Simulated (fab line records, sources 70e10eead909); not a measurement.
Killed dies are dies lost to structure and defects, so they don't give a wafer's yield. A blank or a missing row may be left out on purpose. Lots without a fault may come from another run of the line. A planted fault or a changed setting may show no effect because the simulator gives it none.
fab line records | flow nand_harc
record lots=6 wafers=18 last_day=25
route steps=1159 shown A_STAIRCASE@536 END@1159
lots that met no fault: from a run of the same line without faults
start_h: hours from the record's first day to the start of the lot's first wafer shown | wait_h: hours since the lot's step before | " the same as in the row above | L1.1+2: a row that stands for several wafers | - no value, or no start given | * or withheld: withheld | < > ~ a bound
route shown NAME@n: a module of which the file shows steps, and the number in the route of the first | usual: mean/standard deviation of fault-free wafers | same: alike in all rows | chamber/n: place in a boat | sites: the reading at each site | _std_site: their standard deviation | _edge_site: outer sites' mean less inner sites' | radius_mm: how far each site lies from the wafer's centre | mask NAME#n: copy n | behind: the tool/chamber that last shaped the wafer | hold: why the lot was held/for how many hours/how that ended | device: the transistor (n, p or np) that didn't switch | end of line: the same wafers' tests at the end of the route | a step without rows: its recipe alone | killed: dies lost to structure and defects at the first sort, not the wafer's yield | map: a wafer's dies, x killed, . not, _ none there
set.NAME: the setting as run; set.NAME@STEP: as run at that earlier step | model.NAME: the simulator's own value behind a step, which no gauge read
lots at some steps of the route; a table a step, a row a wafer
services: from which hour (start_h, from the record's first day; less than 0 if before it) a tool's chamber was out of use, for how many hours, and why
## steps
# step NHARC_A_STAIRCASE_SRD_174
# step NHARC_A_STAIRCASE_DEHYDRATE_01
# recipe temp_c=150 time_s=120
# step NHARC_A_STAIRCASE_HMDS_02
# recipe time_s=30
# step NHARC_A_STAIRCASE_COAT_03
# recipe spin_rpm=1200
# step NHARC_A_STAIRCASE_SOFTBAKE_04
# recipe temp_c=135 time_s=170
# step NHARC_A_STAIRCASE_EBR_05
# step NHARC_A_STAIRCASE_EXPOSE_06
# recipe na=0.5 dose_mj=25.43 mask_id=STAIR
# step NHARC_A_STAIRCASE_PEB_07
# recipe peb_temp_c=115 peb_time_s=130
# step NHARC_A_STAIRCASE_DEVELOP_08
# recipe time_s=140
# step NHARC_A_STAIRCASE_HARDBAKE_10
# recipe temp_c=120 time_s=140
# step NHARC_A_STAIRCASE_DESCUM_11
# recipe time_s=3 o2_flow_sccm=200 ar_flow_sccm=0 bias_power_w=0 chemistry=O2
# step NHARC_A_STAIRCASE_TRIM_12
# recipe time_s=211.2 o2_flow_sccm=500 ar_flow_sccm=0 bias_w=0 chemistry=O2
# usual drypump_motor_current_A=5.8/0.56 mfc_ar_sccm=0.004/0.0069 oes_product_au=0.997/0.012 rf_vpp_V=57.6/0.85 showerhead_plenum_p_Torr=3.48/0.14 throttle_valve_pct=17.035/0.0092
# columns lot.wafer tool chamber start_h wait_h drypump_motor_current_A mfc_ar_sccm oes_product_au rf_hours_counter_h rf_vpp_V showerhead_plenum_p_Torr throttle_valve_pct
L559.1 rie_diel-04 0 248.30 0.2 6.7 0 1.009 46 58.3 3.59 17.046
L559.3 " 3 " " 5.6 0.014 1.016 45 56.6 3.34 17.036
L559.5 " 1 " " 4.7 0.008 1.002 - 59.0 3.54 17.048
L558.2 rie_diel-13 0 248.66 0.1 5.9 0 0.982 50 57.4 3.52 17.021
L558.4 " 2 " " 5.2 0 1.004 48 57.2 3.78 17.053
L558.5 " 0 " " 5.9 0 0.978 - 57.2 3.52 17.042
L566.3 rie_diel-13 2 290.01 1.5 5.2 0 0.985 3 57.4 3.77 17.036
L566.4 " 0 " " 5.9 0 0.993 2 59.1 3.51 17.028
L566.5 " 1 " " 5.8 0 1.005 - 57.6 3.37 17.046
L565.1 rie_diel-13 1 292.55 0.1 5.8 0 1.003 3 57.7 3.37 17.030
L565.6 " 1 " " 5.8 0 0.994 - 57.8 3.37 17.025
L565.5 " 2 " " 5.2 0 0.985 - 58.7 3.77 17.022
L573.4 rie_diel-03 1 335.44 0.1 6.4 0.021 0.987 37 58.1 3.42 17.036
L573.2 " 2 " " 5.9 0 0.985 33 55.7 3.29 17.030
L573.6 " 2 " " 5.9 0 0.990 - 56.5 3.29 17.031
L577.3 rie_diel-04 1 369.54 0.1 4.7 0.008 1.001 27 57.1 3.51 17.038
L577.2 " 0 " " 6.7 0 1.004 24 57.6 3.57 17.024
L577.5 " 1 " " 4.7 0.008 1.001 - 57.5 3.51 17.033
# step NHARC_A_STAIRCASE_ETCH_13
# recipe target_depth_a=1000 time_s=40.5 ion_energy_ev=400 c4f8_flow_sccm=20 o2_flow_sccm=10 ar_flow_sccm=withheld rf_w=600 bias_w=1000 chemistry=C4F8/O2
# step NHARC_A_STAIRCASE_TRIM_14
# recipe time_s=211.2 o2_flow_sccm=500 ar_flow_sccm=0 bias_w=0 chemistry=O2
# step NHARC_A_STAIRCASE_ETCH_15
# recipe target_depth_a=1000 time_s=40.5 ion_energy_ev=400 c4f8_flow_sccm=20 o2_flow_sccm=10 ar_flow_sccm=withheld rf_w=600 bias_w=1000 chemistry=C4F8/O2
# step NHARC_A_STAIRCASE_TRIM_16
# recipe time_s=211.2 o2_flow_sccm=500 ar_flow_sccm=0 bias_w=0 chemistry=O2
# step NHARC_A_STAIRCASE_ETCH_17
# recipe target_depth_a=1000 time_s=40.5 ion_energy_ev=400 c4f8_flow_sccm=20 o2_flow_sccm=10 ar_flow_sccm=withheld rf_w=600 bias_w=1000 chemistry=C4F8/O2
# step NHARC_A_STAIRCASE_TRIM_18
# recipe time_s=211.2 o2_flow_sccm=500 ar_flow_sccm=0 bias_w=0 chemistry=O2
# usual drypump_motor_current_A=5.8/0.53 mfc_ar_sccm=0.004/0.0064 oes_product_au=0.997/0.013 rf_vpp_V=57.6/0.89 showerhead_plenum_p_Torr=3.48/0.14 throttle_valve_pct=17.036/0.0091
# columns lot.wafer tool chamber start_h wait_h drypump_motor_current_A mfc_ar_sccm oes_product_au rf_hours_counter_h rf_vpp_V showerhead_plenum_p_Torr throttle_valve_pct
L558.2 rie_diel-13 0 - - 5.9 0 0.984 50 57.2 3.52 17.047
L558.4 " 3 " " 6.0 0 0.992 44 57.2 3.30 17.044
L558.5 " 0 " " 5.9 0 0.982 - 56.9 3.52 17.039
L559.3 rie_diel-04 1 - - 4.7 0.008 1.003 48 57.3 3.54 17.042
L559.1 " 2 " " 5.6 0.000 0.994 47 58.3 3.59 17.046
L559.5 " 2 " " 5.6 0.000 1.011 - 56.5 3.59 17.023
L566.3 rie_diel-13 3 - - 6.1 0 1.033 3 56.0 3.30 17.033
L566.4 " 0 " " 6.0 0 0.987 2 59.0 3.51 17.033
L566.5 " 2 " " 5.2 0 0.988 - 59.9 3.77 17.042
L565.1 rie_diel-13 0 - - 5.9 0 0.983 3 56.5 3.51 17.041
L565.6 " 0 " " 5.9 0 0.980 - 57.1 3.51 17.022
L565.5 " 1 " " 5.8 0 0.988 - 57.7 3.37 17.032
L573.2 rie_diel-03 3 - - 6.2 0 0.982 36 58.1 3.65 17.029
L573.4 " 2 " " 5.9 0 0.990 34 58.4 3.29 17.021
L573.6 " 3 " " 6.2 0 0.989 - 57.1 3.65 17.027
L577.3 rie_diel-04 1 - - 4.7 0.008 1.001 28 58.3 3.51 17.031
L577.2 " 3 " " 5.6 0.014 0.997 24 57.2 3.32 17.047
L577.5 " 1 " " 4.7 0.008 0.999 - 57.9 3.51 17.035
# step NHARC_A_STAIRCASE_ETCH_19
# recipe target_depth_a=1000 time_s=40.5 ion_energy_ev=400 c4f8_flow_sccm=20 o2_flow_sccm=10 ar_flow_sccm=withheld rf_w=600 bias_w=1000 chemistry=C4F8/O2
# usual oes_product_au=0.940/0.014 rf_vpp_V=894/5.3
# columns lot.wafer tool chamber start_h wait_h oes_product_au rf_hours_counter_h rf_vpp_V
L558.2 rie_diel-13 1 - - 0.947 54 891
L558.4 " 3 " " 0.934 44 888
L558.5 " 0 " " 0.916 - 896
L559.1 rie_diel-04 0 - - 0.953 47 899
L559.3 " 1 " " 0.956 48 896
L559.5 " 3 " " 0.967 - 889
L566.3 rie_diel-13 3 - - 0.971 4 886
L566.4 " 0 " " 0.953 2 894
L566.5 " 0 " " 0.940 - 896
L565.1 rie_diel-13 2 - - 0.938 5 904
L565.5 " 3 " " 0.981 - 888
L565.6 " 0 " " 0.924 - 895
L573.4 rie_diel-03 2 - - 0.941 34 886
L573.2 " 3 " " 0.940 36 901
L573.6 " 2 " " 0.941 - 887
L577.3 rie_diel-04 0 - - 0.928 24 899
L577.2 " 3 " " 0.945 24 887
L577.5 " 1 " " 0.938 - 895
# step NHARC_A_STAIRCASE_TRIM_20
# recipe time_s=211.2 o2_flow_sccm=500 ar_flow_sccm=0 bias_w=0 chemistry=O2
# step NHARC_A_STAIRCASE_ETCH_21
# recipe target_depth_a=1000 time_s=40.5 ion_energy_ev=400 c4f8_flow_sccm=20 o2_flow_sccm=10 ar_flow_sccm=withheld rf_w=600 bias_w=1000 chemistry=C4F8/O2
# step NHARC_A_STAIRCASE_TRIM_22
# recipe time_s=211.2 o2_flow_sccm=500 ar_flow_sccm=0 bias_w=0 chemistry=O2
# usual drypump_motor_current_A=5.9/0.44 mfc_ar_sccm=0.004/0.0076 oes_product_au=1.000/0.013 rf_vpp_V=57.7/0.89 showerhead_plenum_p_Torr=3.46/0.15 throttle_valve_pct=17.036/0.0091
# columns lot.wafer tool chamber start_h wait_h drypump_motor_current_A mfc_ar_sccm oes_product_au rf_hours_counter_h rf_vpp_V showerhead_plenum_p_Torr throttle_valve_pct
L558.4 rie_diel-04 0 - - 6.7 0 1.005 47 58.7 3.59 17.038
L558.2 " 1 " " 4.7 0.008 1.005 48 57.4 3.54 17.044
L558.5 " 3 " " 5.6 0.014 1.013 - 58.9 3.34 17.037
L559.3 rie_diel-04 0 - - 6.7 0 1.016 47 58.8 3.59 17.027
L559.1 " 2 " " 5.6 0.000 1.008 47 58.4 3.59 17.027
L559.5 " 0 " " 6.7 0 1.013 - 57.4 3.59 17.031
L566.4 rie_diel-03 3 - - 6.2 0 0.991 24 58.5 3.66 17.028
L566.3 " 1 " " 6.4 0.021 0.999 23 58.3 3.43 17.035
L566.5 " 3 " " 6.2 0 0.996 - 58.8 3.66 17.033
L565.1 rie_diel-13 3 - - 6.1 0 1.024 5 56.3 3.29 17.047
L565.5 " 3 " " 6.1 0 1.029 - 55.3 3.29 17.028
L565.6 " 0 " " 5.9 0 0.980 - 56.6 3.51 17.032
L573.2 rie_diel-03 1 - - 6.4 0.021 1.007 38 56.9 3.42 17.041
L573.4 " 3 " " 6.2 0 1.001 36 58.0 3.65 17.041
L573.6 " 1 " " 6.4 0.021 1.002 - 58.3 3.42 17.022
L577.2 rie_diel-03 1 - - 6.4 0.021 1.001 50 58.7 3.41 17.031
L577.3 " 0 " " 6.1 0 0.992 51 58.6 3.40 17.033
L577.5 " 2 " " 5.9 0 1.005 - 58.0 3.29 17.029
# step NHARC_A_STAIRCASE_ETCH_23
# recipe target_depth_a=1000 time_s=40.5 ion_energy_ev=400 c4f8_flow_sccm=20 o2_flow_sccm=10 ar_flow_sccm=withheld rf_w=600 bias_w=1000 chemistry=C4F8/O2
# step NHARC_A_STAIRCASE_TRIM_24
# recipe time_s=211.2 o2_flow_sccm=500 ar_flow_sccm=0 bias_w=0 chemistry=O2
# usual drypump_motor_current_A=5.9/0.44 mfc_ar_sccm=0.004/0.0072 oes_product_au=0.999/0.014 rf_vpp_V=57.7/1 showerhead_plenum_p_Torr=3.46/0.15 throttle_valve_pct=17.037/0.0083
# columns lot.wafer tool chamber start_h wait_h drypump_motor_current_A mfc_ar_sccm oes_product_au rf_hours_counter_h rf_vpp_V showerhead_plenum_p_Torr throttle_valve_pct
L558.4 rie_diel-04 2 - - 5.6 0.000 1.002 47 58.4 3.59 17.039
L558.2 " 3 " " 5.6 0.014 1.023 46 57.5 3.34 17.031
L558.5 " 3 " " 5.6 0.014 1.013 - 56.5 3.34 17.050
L559.1 rie_diel-04 3 - - 5.6 0.014 1.029 46 58.3 3.34 17.034
L559.3 " 2 " " 5.6 0.000 1.013 47 56.2 3.59 17.031
L559.5 " 3 " " 5.6 0.014 1.029 - 57.2 3.34 17.029
L566.3 rie_diel-03 0 - - 6.1 0 0.997 25 57.2 3.41 17.046
L566.4 " 2 " " 5.9 0 1.009 22 56.4 3.30 17.030
L566.5 " 0 " " 6.1 0 1.007 - 60.4 3.41 17.031
L565.1 rie_diel-13 2 - - 5.1 0 0.987 5 58.3 3.77 17.042
L565.5 " 2 " " 5.1 0 0.987 - 57.6 3.77 17.041
L565.6 " 3 " " 6.1 0 1.023 - 57.5 3.29 17.025
L573.2 rie_diel-03 0 - - 6.1 0 1.003 40 56.7 3.40 17.037
L573.4 " 1 " " 6.4 0.021 0.993 39 56.3 3.42 17.035
L573.6 " 3 " " 6.2 0 0.997 - 59.6 3.65 17.025
L577.3 rie_diel-03 1 - - 6.4 0.021 1.004 51 57.5 3.41 17.039
L577.2 " 2 " " 5.9 0 1.007 45 57.1 3.29 17.037
L577.5 " 1 " " 6.4 0.021 0.995 - 57.0 3.41 17.044
# step NHARC_A_STAIRCASE_ETCH_25
# recipe target_depth_a=1000 time_s=40.5 ion_energy_ev=400 c4f8_flow_sccm=20 o2_flow_sccm=10 ar_flow_sccm=withheld rf_w=600 bias_w=1000 chemistry=C4F8/O2
# step NHARC_A_STAIRCASE_TRIM_26
# recipe time_s=211.2 o2_flow_sccm=500 ar_flow_sccm=0 bias_w=0 chemistry=O2
# step NHARC_A_STAIRCASE_ETCH_27
# recipe target_depth_a=1000 time_s=40.5 ion_energy_ev=400 c4f8_flow_sccm=20 o2_flow_sccm=10 ar_flow_sccm=withheld rf_w=600 bias_w=1000 chemistry=C4F8/O2
# usual oes_product_au=0.939/0.013 rf_vpp_V=894/5.5
# columns lot.wafer tool chamber start_h wait_h oes_product_au rf_hours_counter_h rf_vpp_V
L558.4 rie_diel-04 0 - - 0.941 48 900
L558.2 " 1 " " 0.941 49 896
L558.5 " 0 " " 0.931 - 899
L559.3 rie_diel-04 3 - - 0.954 47 890
L559.1 " 1 " " 0.952 49 896
L559.5 " 2 " " 0.945 - 899
L566.4 rie_diel-03 3 - - 0.937 24 903
L566.3 " 1 " " 0.945 24 893
L566.5 " 2 " " 0.953 - 888
L565.1 rie_diel-13 0 - - 0.941 3 894
L565.6 " 3 " " 0.964 - 888
L565.5 " 0 " " 0.930 - 896
L573.2 rie_diel-03 0 - - 0.931 41 891
L573.4 " 1 " " 0.935 39 892
L573.6 " 0 " " 0.933 - 891
L577.3 rie_diel-03 2 - - 0.935 46 888
L577.2 " 1 " " 0.927 51 891
L577.5 " 3 " " 0.920 - 900
# step NHARC_A_STAIRCASE_STRIP_175
# recipe power_w=1500 temp_c=250 chemistry=O2
# step NHARC_A_STAIRCASE_STRIP_148
# recipe time_s=900 temp_c=130 chemistry=SPM
# step NHARC_A_STAIRCASE_PRECLEAN_149
# recipe time_s=* temp_c=50 bath_age_min=0 chemistry=SC1
# step NHARC_A_STAIRCASE_SRD_150
# step NHARC_A_STAIRCASE_DEHYDRATE_176
# recipe temp_c=150 time_s=120
# step NHARC_A_STAIRCASE_HMDS_177
# recipe time_s=30
# step NHARC_A_STAIRCASE_COAT_178
# recipe spin_rpm=1200
# step NHARC_A_STAIRCASE_SOFTBAKE_179
# recipe temp_c=135 time_s=170
# step NHARC_A_STAIRCASE_EBR_180
# step NHARC_A_STAIRCASE_EXPOSE_181
# recipe na=0.5 dose_mj=27.87 mask_id=STAIR_2
# step NHARC_A_STAIRCASE_PEB_182
# recipe peb_temp_c=115 peb_time_s=130
# step NHARC_A_STAIRCASE_DEVELOP_183
# recipe time_s=140
# step NHARC_END_SORT_01
# recipe temp_c=25
# usual killed_at_array=24/8.7 killed_at_other=0.8/1.2 killed_at_periphery=3.6/2.3 killed_dies=28/8.9 killed_open=3.2/1.9 killed_short=2.0/1.6
# same gross_dies=677
# columns lot.wafer tool chamber start_h wait_h killed_at_array killed_at_other killed_at_periphery killed_dies killed_open killed_short
L566.3 prober-01 0 498.29 3.1 70 0 6 76 7 1
L565.1 prober-02 0 518.16 2.5 27 3 2 32 5 1
L565.5 prober-02 0 521.40 3.7 64 2 3 69 2 1
L565.6 prober-02 0 522.21 4.1 13 0 2 15 0 1
# killed by level:class
L566.3 A_STAIRCASE:unspecified=35 A_SLIT:chamber_film_flake=15 A_CONTACT:chamber_film_flake=9 A_CHANNEL_HOLE_D1:chamber_film_flake=4 A_STAIRCASE:chamber_film_flake=3 P_M0:geometric_particle:open=2 P_GATE:geometric_particle:open=1 P_M1:geometric_particle:open=1
L565.1 A_SLIT:chamber_film_flake=12 A_CHANNEL_HOLE_D1:chamber_film_flake=4 A_WL_FILL:chamber_film_flake=3 THIN_TSV:chamber_film_flake=3 A_CHANNEL_HOLE_D1:geometric_particle:open=2 A_BLC:geometric_particle:open=2 A_CONTACT:geometric_particle:open=1 A_M0:geometric_particle:short=1
L565.5 A_STAIRCASE:unspecified=39 A_SLIT:chamber_film_flake=13 A_CHANNEL_HOLE_D1:chamber_film_flake=6 A_CONTACT:geometric_particle:open=2 P_STI:chamber_film_flake=2 A_CONTACT:chamber_film_flake=2 THIN_TSV:chamber_film_flake=2 P_GATE:geometric_particle:short=1
L565.6 A_SLIT:chamber_film_flake=7 A_CONTACT:chamber_film_flake=3 A_BLC:geometric_particle:short=1 P_ZERO_WELL:chamber_film_flake=1 P_GATE:chamber_film_flake=1 A_SGD_CUT:chamber_film_flake=1 A_WL_FILL:chamber_film_flake=1
# map L565.5 (x killed, . not)
____________.____________
_________......._________
_______..........._______
______.............______
_____..............._____
____.................____
____.................____
___...................___
___...........x.......___
__...................xx__
__...................xx__
_................x..xxxx_
_............xxx..xxxxxx_
_.............xx..x.xxxx_
_............xxxxxxxxxxx_
_.....x......x..xx..xxxx_
...x............xx..xxxxx
......................xxx
......................xxx
......................x.x
........x................
_..x.........x.........x_
_.........x............._
_......................._
_......................._
_......................._
__.....................__
__.....................__
___...................___
___...................___
____.................____
____.....x........x..____
_____...x..........._____
______.............______
_______..........._______
_________......._________
____________.____________
# map L566.3 (x killed, . not)
____________.____________
_________......._________
_______..........._______
______.............______
_____........x.....x_____
____.................____
____.................____
___...................___
___...........x......x___
__.....x.x...........xx__
__...................xx__
_.x............x.....xxx_
_..............x...x.xxx_
_............x......xxxx_
_...........xxxxxx.x.xxx_
_.....x.......xxxx.x.xxx_
....................xxxxx
..............x......xxxx
.....................xxxx
...........xx.........xxx
.......................x.
_...........x..xx......._
_......................._
_..............x........_
_.............xxx....x.._
_.............x........._
__.....................__
__..................x..__
___...................___
___..............x....___
____.................____
____.................____
_____.........x....._____
______.............______
_______..........._______
_________......._________
____________.____________
## services
# columns tool chamber start_h hours kind
rie_diel-03 0 224.36 - clean
rie_diel-03 1 224.36 - clean
rie_diel-03 2 224.36 - clean
rie_diel-03 3 224.36 - clean
rie_diel-13 0 231.07 - clean
rie_diel-13 1 231.07 - clean
rie_diel-13 2 231.07 - clean
rie_diel-13 3 231.07 - clean
rie_diel-04 0 245.05 - clean
rie_diel-04 1 245.05 - clean
rie_diel-04 2 245.05 - clean
rie_diel-04 3 245.05 - clean
rie_diel-03 0 248.86 - clean
rie_diel-03 1 248.86 - clean
rie_diel-03 2 248.86 - clean
rie_diel-03 3 248.86 - clean
rie_diel-13 0 255.57 - clean
rie_diel-13 1 255.57 - clean
rie_diel-13 2 255.57 - clean
rie_diel-13 3 255.57 - clean
rie_diel-13 - 276.36 9.0 pm
rie_diel-04 0 281.10 27.7 repair
rie_diel-04 3 289.98 12.9 repair
rie_diel-04 - 290.56 9.0 pm
## key
first_sign step=NHARC_END_SORT_01 reading=killed_dies direction=up sigmas=5 usual=28 struck=72
effect step=NHARC_END_SORT_01 reading=killed_at_array direction=up sigmas=4.9 usual=24 struck=67
more_kills_born_at NHARC_A_STAIRCASE_TRIM_12@rie_diel-13=74
met_at NHARC_A_STAIRCASE_TRIM_12
struck_wafers L565.5,L566.3
tester_left_out L565,L566
onset_between 248.66 290.01
fault kind=chamber_particle_source tool=rie_diel-13 chamber=2 onset_h=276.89 steps=NHARC_A_STAIRCASE_TRIM_12 rate_per_visit_cm2=0.8064 end_h=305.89
# tester_left_out: of these lots the tester's yield and bins aren't shown, on N5 and GAA mostly nor the transistor test; their killed dies are dies lost to structure and defects alone, not to doping, threshold or leakage, so they don't give the yield
